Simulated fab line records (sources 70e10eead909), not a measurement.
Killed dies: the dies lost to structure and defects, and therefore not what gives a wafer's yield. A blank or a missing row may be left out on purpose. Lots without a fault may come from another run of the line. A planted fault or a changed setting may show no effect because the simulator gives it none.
fab line records	flow nandHarc
[record] lots = 24	wafers = 72	lastDay = 25
route steps=1159 shown A_STAIRCASE@698 A_SGD_CUT@759 A_SLIT@794 A_WL_FILL@813
lots untouched by any fault: they come from a run of this same line in which no faults occurred
startH: start of the lot's first displayed wafer, in hours after the record's first day	waitH: hours elapsed since this lot's preceding step	" identical to the entry in the row above	L1.1+2: one row covering several wafers at once	- no value, or no start given	* or withheld: withheld	< > ~ a bound
route shown NAME@n: a module of which the file shows steps, and the number in the route of the first	usual: average and standard deviation across the fault-free wafers	same: alike in all rows	chamber/n: place in a boat	sites: each site's reading	_std_site: the standard deviation of these	_edge_site: inner sites' mean taken away from outer sites' mean	radiusMm: how far each site lies from the wafer's centre	mask NAME#n: copy n	behind: the tool/chamber that last shaped the wafer	hold: the reason the lot was held/the length of the hold in hours/how it ended	device: the transistor (n, p or np) that didn't switch	end of line: the route-end tests of the same wafers	for a step that has no rows: nothing shown but its recipe	killed: at the first sort, the dies lost to defects and structure; wafer yield is something else	map: shows each die of a wafer: x if killed, . if not, _ if none is there
set.NAME: setting as actually run; set.NAME@STEP: the setting as run at that earlier step	model.NAME: the simulator's own value behind a step, which no gauge read
steps of the route over a sample of lots; a table a step, a row a wafer
services: from which hour (startH, from the record's first day; less than 0 if before it) a tool's chamber was out of use, for how many hours, and why
[[steps]]
[step NHARC_A_STAIRCASE_ALD_415]
[recipe] targetThkA = 300	pulseTimeS = 6	aldCycles = 300	tempC = 300	material = SiO2
[usual] heaterPowerW = 459/47	precursorPulseHeightRel = 0.998/0.022
lot.wafer	tool	chamber	startH	waitH	heaterPowerW	precursorPulseHeightRel
L075.4	aldHk-03	2	255.99	0.1	541	0.986
L075.2	"	3	"	"	522	1.033
L075.3	"	0	"	"	472	0.978
L074.1	aldHk-04	1	256.70	0.8	405	0.983
L074.5	"	2	"	"	429	1.012
L074.6	"	3	"	"	449	1.008
L077.4	aldHk-04	0	272.48	0.1	529	0.983
L077.3	"	3	"	"	440	0.954
L077.6	"	0	"	"	527	0.999
L076.3	aldHk-04	2	277.84	0.3	421	1.008
L076.4	"	3	"	"	429	0.986
L076.5	"	1	"	"	406	0.968
L079.4	aldHk-04	2	288.80	0.5	422	0.972
L079.5	"	0	"	"	517	0.994
L079.6	"	1	"	"	417	0.991
L078.2	aldHk-01	0	289.17	0.7	435	1.037
L078.5	"	2	"	"	438	0.975
L078.6	"	3	"	"	504	1.007
L081.1	aldHk-04	2	291.41	0.1	414	0.956
L081.4	"	0	"	"	531	0.995
L081.3	"	1	"	"	407	0.996
L080.2	aldHk-03	0	292.79	0.8	454	0.986
L080.5	"	1	"	"	507	1.000
L080.6	"	2	"	"	540	1.004
L083.4	aldHk-04	3	311.57	0.3	442	1.009
L083.1	"	0	"	"	532	0.987
L083.6	"	2	"	"	426	0.977
L082.2	aldHk-01	2	316.58	1.0	443	1.001
L082.5	"	0	"	"	436	0.971
L082.6	"	1	"	"	382	0.989
L084.4	aldHk-01	0	326.69	1.9	444	0.959
L084.5	"	1	"	"	382	0.995
L084.6	"	2	"	"	432	1.006
L085.2	aldHk-01	2	335.68	0.1	440	0.991
L085.3	"	1	"	"	398	0.988
L085.5	"	3	"	"	505	0.978
L086.3	aldHk-04	3	337.43	0.1	435	0.988
L086.1	"	0	"	"	534	1.010
L086.2	"	1	"	"	419	1.016
L088.1	aldHk-04	1	345.06	0.3	421	0.975
L088.6	"	0	"	"	531	1.002
L088.5	"	1	"	"	412	1.017
L087.1	aldHk-03	1	345.63	0.3	489	1.017
L087.4	"	2	"	"	535	1.016
L087.5	"	0	"	"	467	1.000
L090.3	aldHk-04	3	358.35	0.3	439	0.976
L090.6	"	2	"	"	431	0.998
L090.5	"	3	"	"	440	0.972
L089.2	aldHk-01	1	360.65	0.1	398	1.021
L089.1	"	2	"	"	446	1.036
L089.5	"	2	"	"	436	0.988
L091.4	aldHk-01	3	366.56	0.5	514	0.982
L091.1	"	0	"	"	442	0.982
L091.6	"	1	"	"	389	1.001
L092.2	aldHk-01	1	368.43	0.6	395	1.008
L092.3	"	2	"	"	443	1.005
L092.6	"	2	"	"	452	0.999
L093.3	aldHk-01	2	373.38	2.1	457	0.958
L093.4	"	3	"	"	505	1.002
L093.6	"	3	"	"	511	0.998
L094.3	aldHk-01	1	378.45	0.1	391	1.030
L094.4	"	2	"	"	438	1.019
L094.1	"	0	"	"	432	1.022
L095.2	aldHk-01	2	389.28	0.1	452	0.993
L095.4	"	3	"	"	513	0.993
L095.5	"	2	"	"	435	1.000
L096.1	aldHk-03	0	392.94	0.1	465	1.037
L096.2	"	2	"	"	540	1.001
L096.5	"	0	"	"	474	1.015
L097.2	aldHk-03	1	407.29	0.3	497	1.021
L097.3	"	3	"	"	522	0.991
L097.5	"	1	"	"	500	0.986
[step NHARC_A_STAIRCASE_DEP_151]
[recipe] targetThkA = 38000	tempC = 400	targetThkNm = 3800	teosFlowSccm = 200	rfW = 500	material = SiO2
[usual] heaterPowerW = 630/110
lot.wafer	tool	chamber	startH	waitH	heaterPowerW
L075.2	pecvd-02	2	270.35	0.4	875
L075.3	"	0	"	"	530
L075.4	"	2	"	"	784
L074.1	pecvd-04	1	270.55	0.6	679
L074.5	"	0	"	"	581
L074.6	"	1	"	"	573
L077.3	pecvd-01	0	286.97	0.6	496
L077.6	"	1	"	"	650
L077.4	"	2	"	"	593
L076.3	pecvd-01	0	292.09	0.6	579
L076.4	"	1	"	"	641
L076.5	"	2	"	"	595
L078.2	pecvd-04	1	304.26	0.4	640
L078.6	"	2	"	"	499
L078.5	"	0	"	"	542
L081.1	pecvd-01	2	304.26	0.4	673
L081.3	"	0	"	"	551
L081.4	"	1	"	"	656
L079.5	pecvd-02	2	304.55	0.7	774
L079.6	"	0	"	"	473
L079.4	"	1	"	"	635
L080.2	pecvd-04	2	306.72	0.4	647
L080.5	"	2	"	"	512
L080.6	"	1	"	"	578
L083.1	pecvd-04	1	325.72	0.4	718
L083.6	"	1	"	"	595
L083.4	"	0	"	"	585
L082.2	pecvd-04	2	337.71	0.5	606
L082.5	"	1	"	"	602
L082.6	"	2	"	"	498
L084.4	pecvd-01	2	337.90	0.7	610
L084.5	"	0	"	"	457
L084.6	"	1	"	"	664
L085.3	pecvd-02	0	352.50	0.4	503
L085.2	"	2	"	"	910
L085.5	"	0	"	"	505
L086.1	pecvd-01	1	352.51	0.4	719
L086.3	"	2	"	"	729
L086.2	"	0	"	"	583
L088.1	pecvd-02	1	359.38	0.6	754
L088.6	"	0	"	"	478
L088.5	"	1	"	"	613
L087.1	pecvd-01	0	359.39	0.6	512
L087.5	"	1	"	"	663
L087.4	"	0	"	"	457
L090.3	pecvd-04	0	372.60	0.6	716
L090.6	"	1	"	"	585
L090.5	"	2	"	"	501
L089.2	pecvd-04	1	375.75	0.4	646
L089.1	"	2	"	"	608
L089.5	"	1	"	"	578
L092.2	pecvd-01	1	381.70	0.4	701
L092.3	"	0	"	"	587
L092.6	"	1	"	"	658
L091.1	pecvd-02	0	381.93	0.6	525
L091.4	"	2	"	"	811
L091.6	"	1	"	"	619
L093.3	pecvd-02	1	387.65	0.4	632
L093.6	"	1	"	"	634
L093.4	"	2	"	"	816
L094.3	pecvd-01	1	392.80	0.4	753
L094.1	"	0	"	"	572
L094.4	"	2	"	"	597
L095.2	pecvd-01	0	403.82	0.6	460
L095.5	"	2	"	"	595
L095.4	"	0	"	"	466
L096.1	pecvd-01	2	407.31	0.4	738
L096.2	"	0	"	"	525
L096.5	"	1	"	"	689
L097.3	pecvd-02	1	421.89	0.9	740
L097.2	"	0	"	"	605
L097.5	"	0	"	"	493
[step NHARC_A_STAIRCASE_DESCUM_443]
[recipe] timeS = 3	o2FlowSccm = 200	arFlowSccm = 0	biasPowerW = 0	chemistry = O2
[usual] drypumpMotorCurrentA = 5.7/0.32	oesProductAu = 1.001/0.012	rfVppV = 57.8/0.87	showerheadPlenumPTorr = 1.91/0.11	throttleValvePct = 11.312/0.0085
lot.wafer	tool	chamber	startH	waitH	drypumpMotorCurrentA	oesProductAu	rfHoursCounterH	rfVppV	showerheadPlenumPTorr	throttleValvePct
L074.1	rieDiel-02	0	293.14	-	5.8	1.013	50	57.9	1.92	11.311
L074.6	"	3	"	"	5.6	1.001	-	58.1	1.81	11.310
L074.5	"	0	"	"	5.8	1.014	-	57.0	1.92	11.335
L075.3	rieDiel-09	0	293.24	-	5.6	1.005	13	57.4	1.81	11.307
L075.4	"	1	"	"	5.2	0.985	12	57.7	2.01	11.310
L075.2	"	2	"	"	5.6	1.004	13	57.8	1.93	11.310
L077.3	rieDiel-03	0	315.01	-	5.2	1.000	32	57.7	1.84	11.293
L077.4	"	1	"	"	5.7	1.016	32	57.7	1.77	11.321
L077.6	"	3	"	"	6.2	1.008	-	56.7	1.79	11.322
L076.4	rieDiel-09	1	315.18	-	5.2	0.999	17	57.2	2.00	11.326
L076.3	"	2	"	"	5.6	1.017	20	58.0	1.93	11.314
L076.5	"	0	"	"	5.5	1.009	-	58.8	1.81	11.316
L078.2	rieDiel-03	2	326.59	-	5.3	1.003	36	58.4	2.06	11.295
L078.5	"	3	"	"	6.2	1.005	-	56.9	1.79	11.320
L078.6	"	0	"	"	5.2	1.020	-	58.4	1.84	11.309
L080.2	rieDiel-02	0	326.62	-	5.8	1.013	58	57.0	1.91	11.316
L080.6	"	2	"	"	5.9	0.981	-	58.2	2.06	11.314
L080.5	"	3	"	"	5.6	1.007	-	55.9	1.80	11.308
L081.1	rieDiel-09	3	326.65	-	6.2	1.015	27	58.9	2.05	11.309
L081.4	"	1	"	"	5.2	1.002	20	58.0	2.00	11.309
L081.3	"	2	"	"	5.6	1.026	24	56.3	1.93	11.317
L079.4	rieDiel-09	1	326.72	-	5.2	0.989	20	58.7	2.00	11.308
L079.6	"	2	"	"	5.6	1.003	-	57.4	1.93	11.315
L079.5	"	3	"	"	6.2	1.013	-	57.5	2.05	11.303
L083.1	rieDiel-03	2	350.42	-	5.3	1.005	49	58.4	2.06	11.304
L083.4	"	3	"	"	6.2	1.013	49	57.8	1.79	11.314
L083.6	"	2	"	"	5.3	1.010	-	57.2	2.06	11.318
L084.4	rieDiel-02	2	362.22	-	5.9	0.982	8	60.5	2.05	11.318
L084.6	"	2	"	"	5.9	0.995	-	60.1	2.05	11.307
L084.5	"	3	"	"	5.5	0.998	-	57.8	1.80	11.292
L082.2	rieDiel-03	3	362.39	-	6.3	1.009	53	57.8	1.78	11.302
L082.6	"	1	"	"	5.7	1.005	-	58.5	1.77	11.317
L082.5	"	2	"	"	5.3	1.013	-	57.3	2.06	11.306
L085.3	rieDiel-02	1	380.60	-	5.6	0.983	14	57.8	1.92	11.309
L085.2	"	0	"	"	5.8	0.991	14	59.0	1.91	11.314
L085.5	"	1	"	"	5.6	0.971	-	57.4	1.92	11.316
L086.2	rieDiel-09	2	380.76	-	5.6	1.018	44	58.9	1.92	11.309
L086.1	"	0	"	"	5.6	1.004	45	57.1	1.80	11.319
L086.3	"	1	"	"	5.2	0.982	42	57.5	2.00	11.310
L088.1	rieDiel-03	0	381.01	-	5.2	1.014	58	57.7	1.83	11.305
L088.5	"	0	"	"	5.2	1.011	-	55.6	1.83	11.317
L088.6	"	1	"	"	5.7	0.998	-	57.3	1.77	11.307
L087.1	rieDiel-03	3	381.19	-	6.2	0.996	59	57.5	1.78	11.304
L087.4	"	0	"	"	5.2	1.010	58	58.8	1.83	11.316
L087.5	"	2	"	"	5.3	1.001	-	57.3	2.06	11.312
L090.3	rieDiel-09	3	398.99	-	6.2	1.005	54	56.9	2.04	11.325
L090.6	"	0	"	"	5.5	1.019	-	58.5	1.80	11.298
L090.5	"	1	"	"	5.2	0.989	-	58.2	1.99	11.310
L089.2	rieDiel-02	0	399.23	-	5.8	1.007	21	56.4	1.91	11.324
L089.1	"	2	"	"	5.9	0.982	22	57.4	2.05	11.307
L089.5	"	3	"	"	5.5	1.001	-	58.2	1.80	11.313
L092.3	rieDiel-03	1	410.82	-	5.7	0.993	3	59.4	2.08	11.326
L092.2	"	0	"	"	5.2	1.004	2	58.2	1.83	11.302
L092.6	"	1	"	"	5.7	1.012	-	57.7	2.08	11.314
L091.1	rieDiel-02	3	411.13	-	5.5	0.989	26	56.2	1.80	11.324
L091.4	"	0	"	"	5.8	1.009	26	58.2	1.90	11.314
L091.6	"	3	"	"	5.5	0.993	-	58.7	1.80	11.310
L093.4	rieDiel-02	3	411.18	-	5.6	0.993	26	57.3	1.80	11.313
L093.3	"	0	"	"	5.8	0.996	26	57.4	1.90	11.304
L093.6	"	3	"	"	5.6	0.998	-	56.8	1.80	11.302
L094.3	rieDiel-09	0	429.28	-	5.6	1.000	64	58.5	1.80	11.320
L094.1	"	1	"	"	5.2	1.001	59	58.4	1.99	11.314
L094.4	"	0	"	"	5.5	1.022	-	57.4	1.80	11.323
L095.4	rieDiel-02	0	440.02	-	5.8	1.004	39	57.4	1.90	11.329
L095.2	"	1	"	"	5.6	0.993	41	57.6	1.91	11.314
L095.5	"	2	"	"	5.9	0.976	-	58.1	2.04	11.314
L096.1	rieDiel-03	1	440.20	-	5.7	1.000	14	58.4	2.07	11.306
L096.2	"	2	"	"	5.3	1.009	13	59.4	2.05	11.310
L096.5	"	3	"	"	6.2	0.996	-	56.9	1.78	11.313
L097.2	rieDiel-02	0	451.69	-	5.8	0.998	43	57.8	1.90	11.310
L097.3	"	1	"	"	5.6	0.988	45	57.0	1.91	11.312
L097.5	"	0	"	"	5.8	1.010	-	57.6	1.90	11.314
[step NHARC_A_SGD_CUT_OVL_MEAS_10]
[usual] overlayXNm = 0.1/0.99	overlayYNm = -0.2/0.89
lot.wafer	tool	chamber	startH	waitH	overlayXNm	overlayYNm
L075.2	overlay-02	-	299.23	-	-0.7	-0.2
L075.3	"	-	"	"	-1.2	-0.9
L075.4	"	-	"	"	-1.0	-0.5
L074.1	overlay-01	-	299.43	-	1.0	-0.2
L074.5	"	-	"	"	1.3	-0.3
L074.6	"	-	"	"	1.3	-0.2
L077.3	overlay-01	-	320.92	-	0.0	1.5
L077.4	"	-	"	"	0.0	1.1
L077.6	"	-	"	"	0.5	1.6
L076.3	overlay-02	-	321.13	-	0.4	-1.6
L076.4	"	-	"	"	1.0	-1.7
L076.5	"	-	"	"	0.5	-1.0
L078.2	overlay-01	-	332.77	-	-2.1	0.7
L078.5	"	-	"	"	-2.0	0.1
L078.6	"	-	"	"	-3.2	0.3
L080.2	overlay-02	-	332.82	-	0.5	-0.9
L080.5	"	-	"	"	0.2	-1.3
L080.6	"	-	"	"	0.0	-0.8
L081.1	overlay-01	-	333.01	-	0.7	0.6
L081.3	"	-	"	"	0.5	0.4
L081.4	"	-	"	"	0.8	0.8
L079.4	overlay-01	-	334.28	-	1.4	-0.5
L079.5	"	-	"	"	0.5	0.1
L079.6	"	-	"	"	1.3	0.0
L083.1	overlay-01	-	356.28	-	-0.9	1.0
L083.4	"	-	"	"	-1.6	0.0
L083.6	"	-	"	"	-1.2	0.3
L084.4	overlay-01	-	368.05	-	1.1	0.8
L084.5	"	-	"	"	0.3	0.7
L084.6	"	-	"	"	0.9	0.9
L082.2	overlay-02	-	368.26	-	-0.3	-0.3
L082.5	"	-	"	"	-0.9	-0.4
L082.6	"	-	"	"	-0.5	-0.2
L085.2	overlay-01	-	386.30	-	0.7	-0.6
L085.3	"	-	"	"	0.7	-0.5
L085.5	"	-	"	"	0.5	-0.8
L086.1	overlay-02	-	386.66	-	1.1	-0.7
L086.2	"	-	"	"	0.7	-0.8
L086.3	"	-	"	"	0.2	-1.0
L088.1	overlay-01	-	387.41	-	1.2	0.4
L088.5	"	-	"	"	1.0	0.0
L088.6	"	-	"	"	1.2	0.0
L087.1	overlay-02	-	388.93	-	0.6	-1.0
L087.4	"	-	"	"	0.9	-0.6
L087.5	"	-	"	"	0.5	-1.0
L090.3	overlay-02	-	404.93	-	0.9	1.0
L090.5	"	-	"	"	1.3	0.2
L090.6	"	-	"	"	0.8	0.0
L089.1	overlay-02	-	405.39	-	0.6	0.7
L089.2	"	-	"	"	1.2	0.5
L089.5	"	-	"	"	1.3	0.7
L092.2	overlay-02	-	417.58	-	-1.0	-1.9
L092.3	"	-	"	"	-1.4	-2.1
L092.6	"	-	"	"	-0.7	-2.1
L091.1	overlay-01	-	418.18	-	0.2	0.5
L091.4	"	-	"	"	0.5	0.4
L091.6	"	-	"	"	0.8	0.4
L093.3	overlay-01	-	418.45	-	-0.9	1.2
L093.4	"	-	"	"	-0.5	1.2
L093.6	"	-	"	"	-0.5	1.7
L094.1	overlay-02	-	435.96	-	0.3	-0.3
L094.3	"	-	"	"	-0.3	0.0
L094.4	"	-	"	"	-0.5	0.0
L096.1	overlay-01	-	446.32	-	-0.3	-0.7
L096.2	"	-	"	"	0.4	-0.8
L096.5	"	-	"	"	-0.1	-0.9
L095.2	overlay-02	-	446.48	-	-0.1	-1.0
L095.4	"	-	"	"	-0.3	-0.8
L095.5	"	-	"	"	-0.4	-0.8
L097.2	overlay-02	-	458.42	-	-0.7	-0.3
L097.3	"	-	"	"	-0.3	-0.4
L097.5	"	-	"	"	-0.3	-0.6
[step NHARC_A_SLIT_ETCH_24]
[recipe] targetDepthA = 1210	timeS = 60.5	cf4FlowSccm = 100	chf3FlowSccm = 30	arFlowSccm = 0	rfW = 500	biasW = 200	chemistry = CF4/CHF3
[usual] drypumpMotorCurrentA = 5.9/0.43	oesProductAu = 0.955/0.019	rfVppV = 371.3/2.2	showerheadPlenumPTorr = 1.60/0.058	throttleValvePct = 16.803/0.01
lot.wafer	tool	chamber	startH	waitH	drypumpMotorCurrentA	oesProductAu	rfHoursCounterH	rfVppV	showerheadPlenumPTorr	throttleValvePct
L075.3	rieDiel-07	3	311.19	0.1	5.4	0.931	6	369.2	1.53	16.801
L075.4	"	0	"	"	5.3	0.944	6	371.5	1.62	16.796
L075.2	"	1	"	"	5.8	0.921	6	373.4	1.67	16.788
L074.1	rieDiel-04	3	311.47	0.1	6.2	0.970	1	371.6	1.62	16.815
L074.5	"	1	"	"	6.3	0.964	-	370.8	1.60	16.792
L074.6	"	3	"	"	6.2	0.973	-	371.7	1.62	16.807
L076.4	rieDiel-07	3	332.72	0.1	5.4	0.968	7	368.6	1.53	16.808
L076.3	"	1	"	"	5.8	0.946	7	374.0	1.67	16.810
L076.5	"	3	"	"	5.4	0.973	-	368.7	1.53	16.801
L077.4	rieDiel-11	3	332.87	0.1	5.1	0.936	8	373.9	1.68	16.789
L077.3	"	0	"	"	6.0	0.948	8	372.4	1.65	16.792
L077.6	"	0	"	"	6.0	0.952	-	374.2	1.65	16.788
L080.2	rieDiel-04	1	345.93	0.1	6.3	0.981	5	372.0	1.60	16.807
L080.6	"	2	"	"	6.3	0.950	-	371.0	1.58	16.800
L080.5	"	3	"	"	6.2	0.963	-	373.1	1.62	16.815
L081.3	rieDiel-04	3	347.53	0.1	6.2	0.919	5	371.1	1.62	16.808
L081.1	"	0	"	"	6.1	0.932	5	371.8	1.61	16.807
L081.4	"	2	"	"	6.3	0.920	3	371.8	1.58	16.803
L079.4	rieDiel-11	1	347.86	0.1	6.6	0.940	10	366.2	1.49	16.807
L079.6	"	2	"	"	5.9	0.936	-	371.3	1.58	16.800
L079.5	"	3	"	"	5.1	0.936	-	372.9	1.68	16.803
L078.2	rieDiel-11	0	348.32	0.4	6.1	0.946	10	372.2	1.65	16.789
L078.5	"	3	"	"	5.1	0.931	-	374.0	1.68	16.810
L078.6	"	0	"	"	6.1	0.945	-	372.7	1.65	16.805
L083.4	rieDiel-04	0	367.75	0.1	6.1	0.981	6	371.0	1.61	16.796
L083.1	"	1	"	"	6.3	0.947	6	372.3	1.60	16.793
L083.6	"	1	"	"	6.3	0.961	-	372.8	1.60	16.774
L084.6	rieDiel-04	2	377.97	0.1	6.3	0.956	-	370.6	1.58	16.818
L084.4	"	3	"	"	6.2	0.960	-	372.1	1.62	16.802
L084.5	"	1	"	"	6.3	0.960	-	372.5	1.60	16.797
L082.2	rieDiel-11	2	378.37	0.1	5.9	0.965	0	369.9	1.58	16.804
L082.5	"	2	"	"	5.9	0.964	-	371.9	1.58	16.813
L082.6	"	3	"	"	5.1	0.973	-	375.1	1.68	16.792
L085.3	rieDiel-07	1	396.05	0.1	5.8	0.944	11	373.7	1.67	16.808
L085.2	"	2	"	"	5.7	0.959	11	367.6	1.48	16.820
L085.5	"	0	"	"	5.3	0.977	-	371.3	1.62	16.817
L088.1	rieDiel-04	1	396.44	0.1	6.3	0.930	8	371.3	1.60	16.798
L088.6	"	1	"	"	6.3	0.913	-	372.3	1.60	16.812
L088.5	"	0	"	"	6.1	0.922	-	371.6	1.60	16.805
L086.2	rieDiel-07	2	396.52	0.4	5.7	0.918	11	367.6	1.48	16.800
L086.1	"	3	"	"	5.4	0.923	12	368.8	1.53	16.802
L086.3	"	1	"	"	5.9	0.917	12	373.5	1.67	16.790
L087.1	rieDiel-04	0	398.17	0.1	6.1	0.952	8	373.4	1.60	16.805
L087.5	"	0	"	"	6.1	0.954	-	371.2	1.61	16.800
L087.4	"	2	"	"	6.3	0.955	-	370.7	1.58	16.794
L089.1	rieDiel-11	0	415.74	0.1	6.0	0.964	3	371.4	1.65	16.797
L089.2	"	2	"	"	5.9	0.949	2	371.2	1.58	16.786
L089.5	"	1	"	"	6.6	0.963	-	366.3	1.49	16.793
L090.3	rieDiel-04	0	416.80	0.1	6.1	0.963	10	371.4	1.60	16.808
L090.5	"	0	"	"	6.1	0.964	-	371.5	1.60	16.804
L090.6	"	1	"	"	6.3	0.977	-	370.9	1.60	16.805
L092.3	rieDiel-04	2	428.01	0.1	6.2	0.961	10	370.2	1.58	16.797
L092.2	"	3	"	"	6.2	0.967	9	373.0	1.61	16.797
L092.6	"	1	"	"	6.3	0.955	-	371.9	1.60	16.790
L091.1	rieDiel-11	1	428.75	0.1	6.6	0.975	3	366.8	1.49	16.811
L091.4	"	2	"	"	5.9	0.963	4	370.8	1.58	16.795
L091.6	"	0	"	"	6.0	0.945	-	372.9	1.65	16.807
L093.4	rieDiel-04	0	429.16	0.1	6.1	0.988	11	371.2	1.60	16.790
L093.3	"	1	"	"	6.3	0.963	12	372.6	1.60	16.801
L093.6	"	0	"	"	6.1	0.988	-	372.0	1.60	16.821
L094.1	rieDiel-11	0	446.85	0.1	6.1	0.946	4	372.8	1.65	16.802
L094.4	"	1	"	"	6.6	0.987	3	367.1	1.49	16.800
L094.3	"	2	"	"	5.9	0.939	4	369.3	1.58	16.796
L096.2	rieDiel-07	3	457.01	0.1	5.4	0.974	2	369.7	1.52	16.806
L096.1	"	0	"	"	5.3	0.994	2	370.9	1.62	16.803
L096.5	"	3	"	"	5.4	0.971	-	368.3	1.52	16.793
L095.4	rieDiel-11	1	458.50	0.1	6.6	0.978	4	367.7	1.49	16.804
L095.2	"	2	"	"	5.9	0.972	5	370.4	1.58	16.804
L095.5	"	3	"	"	5.1	0.970	-	374.2	1.68	16.800
L097.3	rieDiel-11	3	467.96	0.1	5.1	0.965	6	373.3	1.68	16.788
L097.2	"	0	"	"	6.0	0.953	5	371.6	1.65	16.792
L097.5	"	3	"	"	5.1	0.961	-	375.2	1.68	16.820
[step NHARC_A_WL_FILL_CVD_03]
[recipe] targetThkA = 400	tempC = 300	pressureTorr = 40	wf6FlowSccm = 40	h2FlowSccm = 1600	arFlowSccm = 1560	timeS = 3302	material = W
[usual] heaterPowerW = 467/28	mfcH2Sccm = 1600/5.3	throttleValvePct = 7.87/0.21
lot.wafer	tool	chamber	startH	waitH	heaterPowerW	mfcH2Sccm	throttleValvePct
L075.2	cvdW-01	1	327.53	0.1	445	1599	7.90
L075.4	"	1	"	"	441	1596	7.99
L075.3	"	0	"	"	494	1611	7.65
L074.1	cvdW-02	1	328.15	0.5	492	1606	7.68
L074.6	"	0	329.56	1.9	433	1600	7.84
L074.5	"	1	"	"	490	1602	7.40
L077.4	cvdW-01	1	345.68	1.0	444	1599	7.99
L077.3	"	0	"	"	507	1612	7.96
L077.6	"	0	"	"	505	1604	7.98
L076.4	cvdW-02	0	345.68	1.0	438	1603	7.70
L076.3	"	1	"	"	494	1600	7.78
L076.5	"	0	"	"	449	1600	8.03
L081.1	cvdW-02	0	358.42	0.5	432	1599	8.01
L081.3	"	1	"	"	498	1603	7.51
L081.4	"	0	"	"	421	1603	7.55
L079.4	cvdW-01	1	359.08	1.0	453	1594	8.14
L079.5	"	1	"	"	452	1600	8.20
L079.6	"	0	"	"	483	1597	7.92
L080.2	cvdW-02	1	361.24	3.1	504	1607	8.02
L080.5	"	0	362.65	4.5	440	1599	7.65
L080.6	"	1	"	"	495	1601	7.79
L078.2	cvdW-01	1	362.72	0.1	456	1603	7.97
L078.6	"	1	364.61	1.9	444	1598	8.07
L078.5	"	0	"	"	490	1599	7.70
L083.1	cvdW-02	0	381.64	0.9	433	1604	7.94
L083.4	"	1	"	"	501	1598	7.68
L083.6	"	1	"	"	496	1607	7.86
L082.2	cvdW-02	0	398.62	7.8	443	1596	7.67
L082.6	"	1	400.04	9.2	486	1603	7.63
L082.5	"	0	"	"	430	1597	7.72
L084.4	cvdW-01	1	399.29	8.5	453	1590	8.24
L084.6	"	1	"	"	455	1596	7.86
L084.5	"	0	"	"	512	1603	7.96
L085.2	cvdW-02	0	411.12	0.1	430	1600	7.70
L085.3	"	1	412.55	1.5	495	1607	7.71
L085.5	"	1	"	"	475	1596	7.78
L086.2	cvdW-01	1	411.29	0.1	436	1605	8.31
L086.1	"	0	"	"	485	1599	8.02
L086.3	"	0	"	"	493	1596	7.76
L088.1	cvdW-02	1	413.99	2.0	483	1606	7.78
L088.5	"	1	415.86	3.9	482	1602	7.55
L088.6	"	0	"	"	435	1607	7.93
L087.1	cvdW-01	0	414.57	2.4	505	1603	8.17
L087.4	"	1	"	"	453	1606	8.18
L087.5	"	1	"	"	454	1607	8.48
L089.2	cvdW-01	0	427.73	0.1	498	1593	8.09
L089.1	"	1	"	"	452	1594	8.34
L089.5	"	1	430.04	2.4	447	1600	8.30
L090.3	cvdW-02	1	429.34	1.5	488	1606	7.95
L090.6	"	0	"	"	435	1596	7.89
L090.5	"	1	"	"	504	1605	7.67
L091.1	cvdW-01	1	441.89	0.5	445	1604	8.20
L091.4	"	1	"	"	450	1603	8.16
L091.6	"	1	"	"	443	1598	8.13
L093.4	cvdW-02	0	442.20	1.0	434	1610	7.90
L093.3	"	1	"	"	483	1601	7.62
L093.6	"	1	"	"	492	1605	7.88
L092.2	cvdW-02	0	444.55	3.0	440	1609	7.96
L092.3	"	1	"	"	479	1596	7.53
L092.6	"	1	"	"	474	1594	7.83
L094.1	cvdW-02	1	458.81	0.1	495	1604	7.62
L094.4	"	1	"	"	493	1602	7.86
L094.3	"	0	"	"	446	1605	7.92
L096.1	cvdW-02	1	469.64	0.1	484	1595	7.55
L096.2	"	0	"	"	438	1615	7.60
L096.5	"	1	471.54	2.0	481	1595	7.83
L095.2	cvdW-01	0	470.26	0.5	494	1610	8.02
L095.4	"	1	471.70	1.9	452	1593	8.08
L095.5	"	0	"	"	494	1608	7.98
L097.2	cvdW-02	0	487.30	3.9	436	1594	7.65
L097.3	"	0	"	"	440	1596	7.72
L097.5	"	1	"	"	488	1594	7.73
[[services]]
tool	chamber	startH	hours	kind
pecvd-01	-	237.51	13.0	pm
rieDiel-11	1	238.23	3.3	repair
rieDiel-02	2	255.85	4.5	repair
cvdW-02	-	259.98	1.1	repair
pecvd-01	-	269.32	0.5	repair
cvdW-02	-	285.88	0.3	repair
rieDiel-04	-	288.92	9.0	pm
cvdW-01	-	296.74	13.0	pm
rieDiel-04	2	310.00	5.4	repair
rieDiel-02	0	311.50	2.3	repair
rieDiel-02	-	328.17	9.0	pm
rieDiel-11	-	366.50	9.0	pm
rieDiel-04	0	374.74	6.6	repair
cvdW-02	-	383.97	13.0	pm
rieDiel-04	3	389.28	15.7	repair
pecvd-01	-	398.70	2.1	repair
aldHk-01	-	406.00	10.0	pm
pecvd-01	-	411.71	0.6	repair
pecvd-01	-	418.51	13.0	pm
rieDiel-04	3	444.79	35.0	repair
pecvd-01	-	452.34	6.1	repair
rieDiel-04	-	465.92	9.0	pm
cvdW-01	-	477.74	13.0	pm
pecvd-01	-	488.28	0.4	repair
[[key]]
fault none
